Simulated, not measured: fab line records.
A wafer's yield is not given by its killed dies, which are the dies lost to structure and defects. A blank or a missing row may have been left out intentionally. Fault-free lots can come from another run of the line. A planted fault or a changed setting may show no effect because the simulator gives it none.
fab line records	flow nand-harc
record lots=13	wafers=39	last-day=33
route steps=1302 shown P_GATE@175 P_CONTACT@232 END@1302
lots untouched by any fault: they come from a run of this same line in which no faults occurred
start-h: the number of hours between the record's first day and the start of the first shown wafer of the lot	wait-h: how many hours have passed since the lot's step before this one	" same as the row above	L1.1+2: one row covering several wafers at once	- either no value or no given start	* or withheld: withheld	< > ~ a bound
route shown NAME@n: a module of which the file shows steps, and the number in the route of the first	usual: average and standard deviation across the fault-free wafers	same: alike in all rows	chamber/n: place in a boat	sites: the reading at each site	_std_site: standard deviation across them	_edge_site: mean of outer sites minus mean of inner sites	radius-mm: for every site, how far away it sits from the centre of the wafer	mask NAME#n: copy n	behind: tool/chamber where the wafer was last shaped	hold: reason for holding the lot/hours on hold/outcome of the hold	device: transistor that didn't switch, given as n, p or np	end of line: tests of these same wafers at the route's end	where a step has no rows: the recipe by itself	killed: not the wafer's yield, but the dies lost to structure and defects at the first sort	map: shows each die of a wafer: x if killed, . if not, _ if none is there
set.NAME: the setting as run; set.NAME@STEP: as run at that earlier step	model.NAME: the simulator's own value behind a step, which no gauge read
steps of the route over a sample of lots; a table a step, a row a wafer
services: from which hour (start-h, from the record's first day; less than 0 if before it) a tool's chamber was out of use, for how many hours, and why
## steps
# step NHARC_P_GATE_STRIP_75
# recipe power-w=1500	temp-c=250	chemistry=O2
# usual drypump-motor-current-A=5.3/0.38	heater-power-w=330/24
lot.wafer	tool	chamber	start-h	wait-h	drypump-motor-current-A	heater-power-w	rf-hours-counter-h
L218.2	plasma-asher-01	0	107.66	0.2	5.7	306	24
L218.3	"	1	"	"	4.6	313	-
L218.6	"	0	"	"	5.7	308	-
L219.4	plasma-asher-02	0	120.77	0.2	5.4	317	-
L219.6	"	0	"	"	5.4	317	-
L219.5	"	1	"	"	5.5	368	-
L220.2	plasma-asher-01	0	127.74	0.2	5.7	307	27
L220.3	"	1	"	"	4.6	325	-
L220.6	"	1	"	"	4.7	331	-
L221.2	plasma-asher-01	0	141.72	0.2	5.7	307	30
L221.4	"	0	"	"	5.7	304	-
L221.5	"	0	"	"	5.7	303	-
L222.1	plasma-asher-01	1	153.83	0.2	4.6	335	32
L222.3	"	1	"	"	4.7	325	-
L222.6	"	0	"	"	5.7	308	-
L223.1	plasma-asher-02	0	160.75	0.2	5.3	324	15
L223.4	"	1	"	"	5.4	374	-
L223.5	"	1	"	"	5.4	371	-
L225.2	plasma-asher-02	0	186.90	0.2	5.4	316	22
L225.3	"	0	"	"	5.4	317	-
L225.4	"	1	"	"	5.4	369	-
L228.2	plasma-asher-01	1	221.22	0.2	4.6	317	5
L228.3	"	1	"	"	4.6	311	-
L228.6	"	1	"	"	4.6	320	-
L229.2	plasma-asher-02	0	222.44	0.3	5.4	308	26
L229.4	"	0	"	"	5.4	319	-
L229.5	"	1	"	"	5.4	357	-
L235.2	plasma-asher-01	1	276.03	0.2	4.6	313	18
L235.4	"	1	"	"	4.6	314	-
L235.5	"	1	"	"	4.6	309	-
L237.2	plasma-asher-02	0	306.79	0.3	5.4	329	13
L237.1	"	1	"	"	5.4	369	13
L237.4	"	1	"	"	5.4	371	-
L239.1	plasma-asher-02	0	321.53	0.3	5.4	333	16
L239.4	"	0	"	"	5.4	330	-
L239.3	"	1	"	"	5.4	369	-
L240.2	plasma-asher-01	1	339.61	0.2	4.7	305	29
L240.4	"	0	"	"	5.7	309	-
L240.6	"	1	"	"	4.6	312	-
# step NHARC_P_GATE_STRIP_112
# recipe power-w=1500	temp-c=110	time-s=200	chemistry=N2/H2
# usual drypump-motor-current-A=5.3/0.34	heater-power-w=89/6.6
lot.wafer	tool	chamber	start-h	wait-h	drypump-motor-current-A	heater-power-w	rf-hours-counter-h
L218.2	plasma-asher-02	0	109.11	0.2	5.3	85	5
L218.3	"	1	"	"	5.4	100	-
L218.6	"	1	"	"	5.4	97	-
L219.4	plasma-asher-01	0	122.32	0.2	5.7	82	-
L219.6	"	0	"	"	5.6	81	-
L219.5	"	1	"	"	4.6	86	-
L220.2	plasma-asher-02	0	129.23	0.2	5.4	86	8
L220.3	"	0	"	"	5.3	83	-
L220.6	"	1	"	"	5.4	100	-
L221.2	plasma-asher-02	1	143.17	0.2	5.4	101	11
L221.4	"	0	"	"	5.4	85	-
L221.5	"	1	"	"	5.4	95	-
L222.1	plasma-asher-02	1	155.35	0.2	5.4	100	14
L222.3	"	1	"	"	5.4	97	-
L222.6	"	0	"	"	5.4	86	-
L223.1	plasma-asher-02	1	162.20	0.2	5.4	96	15
L223.4	"	1	"	"	5.4	99	-
L223.5	"	1	"	"	5.4	98	-
L225.2	plasma-asher-02	0	188.35	0.2	5.4	85	22
L225.4	"	0	"	"	5.4	84	-
L225.3	"	1	"	"	5.4	96	-
L228.2	plasma-asher-01	1	222.66	0.2	4.6	85	5
L228.3	"	1	"	"	4.7	84	-
L228.6	"	1	"	"	4.6	83	-
L229.2	plasma-asher-02	1	223.84	0.2	5.4	98	27
L229.4	"	1	"	"	5.4	98	-
L229.5	"	0	"	"	5.3	86	-
L235.2	plasma-asher-02	1	277.47	0.2	5.4	98	8
L235.4	"	1	"	"	5.5	102	-
L235.5	"	1	"	"	5.4	99	-
L237.1	plasma-asher-02	1	308.11	0.2	5.5	98	13
L237.2	"	0	"	"	5.4	87	13
L237.4	"	1	"	"	5.4	98	-
L239.1	plasma-asher-02	1	323.03	0.2	5.4	100	16
L239.4	"	0	"	"	5.4	88	-
L239.3	"	1	"	"	5.4	96	-
L240.2	plasma-asher-02	0	341.05	0.2	5.4	89	20
L240.4	"	0	"	"	5.4	89	-
L240.6	"	0	"	"	5.4	89	-
# step NHARC_P_GATE_ETCH_77
# recipe target-depth-a=60	chemistry=dHF	material=SiO2
lot.wafer	tool	chamber	start-h	wait-h
L218.3+2+6	wet-bench-03	3,4,6	112.59	0.1
L219.5+4+6	wet-bench-03	3,6,7	125.28	0.1
L220.3+6+2	wet-bench-04	7,0,4	132.39	0.1
L221.4+5+2	wet-bench-01	4,6,0	146.36	0.1
L222.1+3+6	wet-bench-03	2,3,4	158.42	0.2
L223.4+1+5	wet-bench-01	0,1,3	165.41	0.1
L225.2+4+3	wet-bench-01	0,1,3	191.58	0.1
L228.6+2+3	wet-bench-01	7,1,2	225.84	0.0
L229.2+5+4	wet-bench-01	7,0,2	227.41	0.1
L235.2+4+5	wet-bench-04	6,0,2	280.63	0.1
L237.2+1+4	wet-bench-04	0,3,4	311.33	0.1
L239.3+4+1	wet-bench-03	3,6,7	326.17	0.1
L240.4+2+6	wet-bench-04	1,2,3	344.29	0.1
# step NHARC_P_GATE_INSPECT_68
# usual raw-defect-count=182/72
lot.wafer	tool	chamber	start-h	wait-h	raw-defect-count
L218.2	defect-inspect-01	-	113.64	0.1	208
L218.3	"	-	"	"	549
L218.6	"	-	"	"	302
L219.4	defect-inspect-01	-	126.40	0.1	196
L219.5	"	-	"	"	174
L219.6	"	-	"	"	245
L220.2	defect-inspect-02	-	133.44	0.1	401
L220.3	"	-	"	"	158
L220.6	"	-	"	"	121
L221.2	defect-inspect-02	-	147.41	0.1	109
L221.4	"	-	"	"	94
L221.5	"	-	"	"	144
L222.1	defect-inspect-02	-	159.56	0.2	193
L222.3	"	-	"	"	160
L222.6	"	-	"	"	139
L223.1	defect-inspect-02	-	166.48	0.2	108
L223.4	"	-	"	"	160
L223.5	"	-	"	"	201
L225.2	defect-inspect-01	-	192.67	0.2	178
L225.3	"	-	"	"	161
L225.4	"	-	"	"	169
L228.2	defect-inspect-02	-	226.89	0.1	567
L228.3	"	-	"	"	496
L228.6	"	-	"	"	610
L229.2	defect-inspect-01	-	228.47	0.1	556
L229.4	"	-	"	"	662
L229.5	"	-	"	"	522
L235.2	defect-inspect-01	-	281.68	0.1	132
L235.4	"	-	"	"	155
L235.5	"	-	"	"	161
L237.1	defect-inspect-02	-	312.47	0.2	186
L237.2	"	-	"	"	176
L237.4	"	-	"	"	236
L239.1	defect-inspect-02	-	327.24	0.2	91
L239.3	"	-	"	"	136
L239.4	"	-	"	"	154
L240.2	defect-inspect-01	-	345.34	0.1	220
L240.4	"	-	"	"	256
L240.6	"	-	"	"	237
# step NHARC_P_CONTACT_CD_MEAS_12
# recipe target-cd-nm=90	landing-energy-ev=500
# usual cd-nm=89.8/0.53
lot.wafer	tool	chamber	start-h	wait-h	cd-nm
L218.2	cd-sem-02	0	115.25	-	89.2
L218.3	"	0	"	"	89.7
L218.6	"	0	"	"	89.7
L219.4	cd-sem-02	0	127.89	-	89.4
L219.5	"	0	"	"	89.9
L219.6	"	0	"	"	89.6
L220.2	cd-sem-01	0	134.93	-	89.5
L220.3	"	0	"	"	90.0
L220.6	"	0	"	"	89.8
L221.2	cd-sem-01	0	149.03	-	89.2
L221.4	"	0	"	"	89.2
L221.5	"	0	"	"	89.4
L222.1	cd-sem-01	0	161.05	-	89.1
L222.3	"	0	"	"	90.4
L222.6	"	0	"	"	90.2
L223.1	cd-sem-03	0	168.09	-	89.1
L223.4	"	0	"	"	89.5
L223.5	"	0	"	"	88.5
L225.2	cd-sem-03	0	194.15	-	90.0
L225.3	"	0	"	"	89.7
L225.4	"	0	"	"	89.7
L228.2	cd-sem-01	0	228.52	-	89.0
L228.3	"	0	"	"	89.3
L228.6	"	0	"	"	89.4
L229.2	cd-sem-02	0	229.95	-	90.3
L229.4	"	0	"	"	90.2
L229.5	"	0	"	"	89.9
L235.2	cd-sem-03	0	283.17	-	89.7
L235.4	"	0	"	"	91.1
L235.5	"	0	"	"	89.6
L237.1	cd-sem-01	0	313.98	-	89.9
L237.2	"	0	"	"	89.5
L237.4	"	0	"	"	90.2
L239.1	cd-sem-02	0	328.85	-	89.9
L239.3	"	0	"	"	90.0
L239.4	"	0	"	"	89.9
L240.2	cd-sem-01	0	346.94	-	90.0
L240.4	"	0	"	"	89.3
L240.6	"	0	"	"	89.9
# step NHARC_END_SORT_01
# recipe temp-c=25
# usual killed-at-array=55/17	killed-at-other=1.1/1.4	killed-at-periphery=3.9/3	killed-dies=59/17	killed-open=3.5/2	killed-short=2.6/1.6
# same gross-dies=677
lot.wafer	tool	chamber	start-h	wait-h	killed-at-array	killed-at-other	killed-at-periphery	killed-dies	killed-open	killed-short
L228.2	prober-01	0	668.54	2.8	8	1	51	60	3	0
L228.3	prober-01	0	669.35	3.1	15	1	62	78	1	2
L228.6	prober-01	0	671.76	4.0	17	2	83	102	3	0
L229.2	prober-02	0	668.58	2.8	46	0	84	130	1	1
L229.4	prober-02	0	670.17	3.4	46	1	59	106	4	4
L229.5	prober-02	0	670.96	3.7	53	1	86	140	1	3
# killed by level:class
L228.2 P_GATE:unspecified=49 A_CHANNEL_HOLE_D1:chamber-film-flake=4 P_CONTACT:geometric-particle:open=1 P_M0:geometric-particle:open=1 A_ONON_D1:geometric-particle:open=1 A_STAIRCASE:chamber-film-flake=1 A_SLIT:chamber-film-flake=1 A_M1:chamber-film-flake=1
L229.2 P_GATE:unspecified=80 A_SLIT:chamber-film-flake=22 A_CHANNEL_HOLE_D2:chamber-film-flake=11 A_STAIRCASE:chamber-film-flake=4 P_M1:chamber-film-flake=3 A_CHANNEL_HOLE_D1:chamber-film-flake=2 A_CONTACT:chamber-film-flake=2 A_CHANNEL_FILL_D2:geometric-particle:open=1
L228.3 P_GATE:unspecified=61 A_CHANNEL_HOLE_D1:chamber-film-flake=6 A_CONTACT:chamber-film-flake=2 A_CHANNEL_HOLE_D2:geometric-particle:short=1 A_CHANNEL_FILL_D2:geometric-particle:short=1 A_CHANNEL_FILL_D2:geometric-particle:open=1 P_BONDPAD:chamber-film-flake=1 A_DECK1_JOINT:chamber-film-flake=1
L229.4 P_GATE:unspecified=57 A_SLIT:chamber-film-flake=25 A_CHANNEL_HOLE_D2:chamber-film-flake=11 A_DECK1_JOINT:geometric-particle:short=2 A_CHANNEL_FILL_D2:geometric-particle:open=2 A_WL_FILL:chamber-film-flake=2 P_M0:geometric-particle:short=1 A_CHANNEL_HOLE_D1:geometric-particle:short=1
L229.5 P_GATE:unspecified=83 A_SLIT:chamber-film-flake=26 A_CHANNEL_HOLE_D2:chamber-film-flake=13 A_CHANNEL_HOLE_D1:chamber-film-flake=5 P_M1:chamber-film-flake=2 A_WL_FILL:chamber-film-flake=2 P_CONTACT:geometric-particle:short=1 A_SOURCE_PLATE:geometric-particle:short=1
L228.6 P_GATE:unspecified=81 A_CHANNEL_HOLE_D1:chamber-film-flake=9 A_WL_FILL:chamber-film-flake=2 THIN_TSV:chamber-film-flake=2 P_GATE:geometric-particle:open=1 A_SOURCE_PLATE:geometric-particle:open=1 A_ONON_D2:geometric-particle:open=1 P_BONDPAD:chamber-film-flake=1
## services
tool	chamber	start-h	hours	kind
wet-bench-01	-	101.61	8.0	pm
wet-bench-01	0	109.61	-	consumable-replace:bath
wet-bench-01	0	109.61	-	consumable-replace:filter
wet-bench-01	1	109.61	-	consumable-replace:bath
wet-bench-01	1	109.61	-	consumable-replace:filter
wet-bench-01	2	109.61	-	consumable-replace:bath
plasma-asher-01	-	178.44	9.0	pm
plasma-asher-01	0	178.44	9.0	vent-cycle
plasma-asher-01	1	178.44	9.0	vent-cycle
plasma-asher-01	0	187.44	-	clean
plasma-asher-01	1	187.44	-	clean
plasma-asher-02	-	206.38	2.4	repair
wet-bench-03	-	210.40	8.0	pm
plasma-asher-02	-	212.58	2.8	repair
wet-bench-04	-	216.55	1.6	repair
wet-bench-04	-	227.20	8.0	pm
plasma-asher-02	-	249.39	9.0	pm
plasma-asher-02	0	249.39	9.0	vent-cycle
plasma-asher-02	1	249.39	9.0	vent-cycle
plasma-asher-02	0	258.39	-	clean
plasma-asher-02	1	258.39	-	clean
plasma-asher-01	-	266.46	5.2	repair
wet-bench-01	-	277.61	8.0	pm
wet-bench-04	-	287.59	0.6	repair
## key
first-sign step=NHARC_P_GATE_INSPECT_68	reading=raw-defect-count	direction=up	sigmas=5.4	usual=182	struck=569
effect step=NHARC_END_SORT_01	reading=killed-at-periphery	direction=up	sigmas=23	usual=3.9	struck=70.8
more-kills-born-at NHARC_P_GATE_ETCH_77@wet-bench-01=411
met-at NHARC_P_GATE_ETCH_77
struck-lots L228,L229
tester-left-out L228,L229
not-acting-at NHARC_P_GATE_STRIP_75,NHARC_P_GATE_STRIP_112,NHARC_P_CONTACT_CD_MEAS_12
onset-between 191.58 225.84
fault kind=chamber-particle-source	tool=wet-bench-01	chamber=-	onset-h=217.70	steps=NHARC_P_GATE_ETCH_77	rate-per-visit-cm2=0.59077	end-h=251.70
# tester-left-out: of these lots the tester's yield and bins aren't shown, on N5 and GAA mostly nor the transistor test; their killed dies are dies lost to structure and defects alone, not to doping, threshold or leakage, so they don't give the yield
